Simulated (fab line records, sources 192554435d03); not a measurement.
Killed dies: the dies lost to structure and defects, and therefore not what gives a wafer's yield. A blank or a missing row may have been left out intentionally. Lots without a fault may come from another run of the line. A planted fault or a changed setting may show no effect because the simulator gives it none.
Which tool is to blame?    flow n5_finfet    Sampling: 9 lots, 27 wafers, 6 of 1938 route steps

## WHAT THE GAUGES SHOWED, per wafer
N5_MOL_CONTACT_COAG_OVL_MEAS_09.
lot   measured      on          CA_OVL (nm)
L537  day 4 21:17   overlay-01  -0.1 -0.6 0.5
L540  day 5 08:56   overlay-01  0.5 -0.9 -0.7
L541  day 5 15:53   overlay-02  -1.4 -0.5 -1.6
L550  day 7 22:33   overlay-02  3.0 3.9 3.3
L551  day 8 07:14   overlay-01  -0.8 -1.1 -0.7
L552  day 8 09:03   overlay-01  1.5 3.4 2.7
L553  day 8 14:06   overlay-02  4.3 2.9 3.6
L558  day 9 21:04   overlay-02  0.5 0.0 -0.5
L559  day 10 08:33  overlay-02  -0.7 0.4 -0.3

N5_BEOL_M4_RC_MEAS_101.
lot   measured      on         DIBL_N (mV/V)   DIBL_P (mV/V)   IOFF_N (nA/um)     IOFF_P (nA/um)     ION_N (uA/um)  ION_P (uA/um)  SS_N (mV/dec)   SS_P (mV/dec)   VT_N (mV)          VT_P (mV)
L537  day 7 19:00   prober-01  34.3 35.3 36.3  34.3 34.4 35.6  0.147 0.144 0.168  0.183 0.182 0.192  673 667 679    460 455 460    71.0 71.3 72.2  73.4 73.5 73.1  249.2 251.0 247.8  -253.5 -253.1 -251.2
L540  day 8 15:43   prober-02  37.4 37.2 37.6  37.7 36.4 37.6  0.176 0.156 0.172  0.234 0.216 0.230  681 669 673    472 460 465    71.2 71.7 71.4  74.2 74.4 73.6  245.6 251.1 246.3  -246.2 -246.7 -246.6
L541  day 8 21:04   prober-02  37.4 35.2 37.5  38.7 35.6 38.4  0.190 0.150 0.201  0.217 0.176 0.208  691 671 688    466 457 466    71.3 70.5 71.4  72.6 72.5 72.7  247.0 248.2 245.2  -251.9 -253.0 -251.5
L550  day 11 20:33  prober-01  34.9 36.3 35.6  35.2 37.1 36.3  0.158 0.175 0.160  0.207 0.234 0.216  677 687 682    462 473 464    71.9 71.6 71.2  73.0 73.6 73.1  249.8 248.8 248.1  -250.5 -247.4 -248.5
L551  day 11 09:58  prober-01  36.1 36.5 36.4  35.9 35.2 35.9  0.178 0.171 0.180  0.230 0.226 0.238  679 679 681    475 467 464    72.0 71.3 71.5  74.0 73.6 73.9  245.3 245.6 246.9  -247.7 -244.8 -247.4
L552  day 11 20:47  prober-02  35.1 38.3 39.6  33.8 38.1 38.9  0.132 0.192 0.220  0.212 0.283 0.301  677 686 697    465 475 480    70.5 72.5 72.0  72.9 73.9 74.3  249.9 246.7 242.6  -245.2 -245.0 -244.7
L553  day 12 01:35  prober-01  38.8 36.8 35.9  38.3 36.7 34.8  0.210 0.172 0.150  0.260 0.236 0.195  679 685 666    466 462 452    71.5 71.6 71.4  73.9 73.6 73.1  245.5 248.6 250.7  -248.1 -248.9 -251.8
L558  day 13 12:47  prober-01  36.7 34.1 34.5  38.9 35.2 36.2  0.172 0.128 0.141  0.245 0.191 0.199  678 662 671    468 462 461    71.2 70.9 70.6  73.8 72.5 73.5  248.6 250.9 251.8  -249.6 -248.4 -251.2
L559  day 13 20:19  prober-01  36.9 36.1 37.2  37.2 36.4 37.9  0.179 0.162 0.189  0.233 0.231 0.242  680 683 687    468 469 471    71.7 71.4 72.7  73.4 74.0 74.3  249.0 249.9 247.6  -246.6 -250.1 -248.8

## EACH LOT AND THE TOOL THAT RAN IT (in order: tool; ch and the chambers of the sampled wafers; start)
lot   N5_GATE_CUT_CUT_ETCH_55            N5_GATE_CUT_CMP_23            N5_MOL_CONTACT_COAG_EXPOSE_05      N5_MOL_CONTACT_COAG_CONTACT_ETCH_14
L537  rie_metal-02 ch 0,1, day 4 17:59   cmp-01 ch 1,2,3, day 4 19:50  euv_scanner-01 ch 0, day 4 21:08   rie_diel-04 ch 0,2,3, day 4 21:45
L540  rie_metal-01 ch 0,1, day 5 05:37   cmp-04 ch 0,1,3, day 5 07:26  euv_scanner-02 ch 0, day 5 08:46   rie_diel-05 ch 0,3, day 5 09:34
L541  rie_metal-01 ch 0,1, day 5 12:42   cmp-03 ch 1,2, day 5 14:33    euv_scanner-02 ch 0, day 5 15:43   rie_diel-04 ch 0,2, day 5 16:21
L550  rie_metal-03 ch 0,1, day 7 19:07   cmp-03 ch 0,1,3, day 7 21:03  euv_scanner-02 ch 0, day 7 22:23   rie_diel-04 ch 0,2,3, day 7 22:50
L551  rie_metal-03 ch 0,1, day 8 03:53   cmp-01 ch 0,3, day 8 05:44    euv_scanner-01 ch 0, day 8 07:04   rie_diel-04 ch 0,3, day 8 07:36
L552  rie_metal-02 ch 0,1, day 8 05:43   cmp-03 ch 0,1,2, day 8 07:35  euv_scanner-02 ch 0, day 8 08:53   rie_diel-05 ch 0,1,2, day 8 09:19
L553  rie_metal-03 ch 0,1, day 8 10:55   cmp-03 ch 0,2,3, day 8 12:44  euv_scanner-02 ch 0, day 8 13:56   rie_diel-05 ch 0,1,2, day 8 15:04
L558  rie_metal-02 ch 0,1, day 9 17:46   cmp-04 ch 1,3, day 9 19:35    euv_scanner-01 ch 0, day 9 20:55   rie_diel-06 ch 0,1, day 9 21:20
L559  rie_metal-03 ch 0,1, day 10 05:22  cmp-01 ch 0,2, day 10 07:13   euv_scanner-01 ch 0, day 10 08:23  rie_diel-05 ch 1,2, day 10 09:01
- N5_GATE_CUT_CUT_ETCH_55: etches HfO2 in BCl3, target depth 3.2 nm.
- N5_GATE_CUT_CMP_23: polishes, stops on SiO2, t overpolish 23.4 s, target thk 16 nm.
- N5_MOL_CONTACT_COAG_EXPOSE_05: exposes mask CA, defocus 0 nm.
- N5_MOL_CONTACT_COAG_CONTACT_ETCH_14: etches SiO2 in C4F6/O2, target depth 27.5 nm, overetch 8.5 nm, time 20 s.

## AS READ BY THE TOOLS THEMSELVES (means over the sampled wafers that have a number; for cases with no such wafer, the mark the record gives instead)
N5_GATE_CUT_CUT_ETCH_55.
lot   tool          drypump_motor_current_A (A)  he_backside_leak_sccm (sccm)  oes_product_au (a.u.)  throttle_valve_pct (%)
L537  rie_metal-02  6.2                          3.4                           0.68                   33.52
L540  rie_metal-01  5.6                          3.5                           0.72                   33.03
L541  rie_metal-01  5.6                          3.4                           0.72                   33.04
L550  rie_metal-03  6.0                          3.5                           0.90                   33.41
L551  rie_metal-03  6.0                          3.3                           0.89                   33.42
L552  rie_metal-02  6.1                          3.8                           0.66                   33.40
L553  rie_metal-03  6.0                          3.4                           0.90                   33.41
L558  rie_metal-02  6.1                          3.6                           0.65                   33.38
L559  rie_metal-03  6.1                          3.2                           0.86                   33.42

N5_GATE_CUT_CMP_23.
lot   tool    motor_current_A (A)  overpolish_run_s (s)  slurry_filter_dp_kPa (kPa)  time_to_endpoint_s (s)
L537  cmp-01  9.1                  23.399                13.59                       18.6
L540  cmp-04  9.2                  23.402                13.47                       17.8
L541  cmp-03  10.0                 23.395                13.45                       19.1
L550  cmp-03  9.6                  23.389                13.49                       17.8
L551  cmp-01  10.4                 23.398                13.57                       20.2
L552  cmp-03  9.8                  23.400                13.44                       21.4
L553  cmp-03  9.5                  23.396                13.57                       19.9
L558  cmp-04  10.0                 23.388                13.52                       15.4
L559  cmp-01  10.3                 23.404                13.55                       19.1

N5_MOL_CONTACT_COAG_CONTACT_ETCH_14.
lot   tool         drypump_motor_current_A (A)  oes_product_au (a.u.)  rf_vpp_V (V)  showerhead_plenum_p_Torr (Torr)  throttle_valve_pct (%)
L537  rie_diel-04  5.6                          0.70                   694.5         2.94                             21.25
L540  rie_diel-05  5.6                          0.58                   689.7         2.81                             21.45
L541  rie_diel-04  5.6                          0.75                   694.3         2.93                             21.24
L550  rie_diel-04  5.6                          0.75                   694.7         2.93                             21.17
L551  rie_diel-04  5.5                          0.76                   694.0         2.93                             21.08
L552  rie_diel-05  5.5                          0.73                   696.2         3.00                             20.97
L553  rie_diel-05  5.5                          0.72                   696.0         3.00                             20.98
L558  rie_diel-06  6.1                          0.66                   693.6         2.92                             21.11
L559  rie_diel-05  5.7                          0.66                   695.9         2.97                             20.93

## THE ANSWER, worked out from the rows above alone
Rule: the usual values come from the lots themselves. Put in order of their means at a reading, lots are off if they are a third of the lots or fewer, leave a main group of 4 or more, and stand apart from it by a gap of 3 or more times the standard deviation of the main group's means; of several such gaps the widest counts. The tables above print the reading to a certain number of digits; a main group whose means all agree to those digits is not used. A lot without any number at a reading at which 4 lots or more have one is off too. All remaining lots with rows at the step are treated as sound. The gauges are gone through in route order, then the tools' own readings, and for those a lot's mean is taken as printed above. At the first step where some lot is off, the reading lying furthest off is the one used; lots without a number count as furthest.
Off: L550, L552, L553, seen at N5_MOL_CONTACT_COAG_OVL_MEAS_09 (CA_OVL). For the main group the mean is -0.4 nm and the standard deviation 0.43.
If a tool, at a process step before that reading, ran all the lots that are off and no sound lot after the first of them, it fits. Those tools and the gauges at N5_MOL_CONTACT_COAG_OVL_MEAS_09 are tried in the same way. Can't be told from this: 2 tools fit, cmp-03 at N5_GATE_CUT_CMP_23, euv_scanner-02 at N5_MOL_CONTACT_COAG_EXPOSE_05.

## WHAT THE SIMULATOR PUT IN
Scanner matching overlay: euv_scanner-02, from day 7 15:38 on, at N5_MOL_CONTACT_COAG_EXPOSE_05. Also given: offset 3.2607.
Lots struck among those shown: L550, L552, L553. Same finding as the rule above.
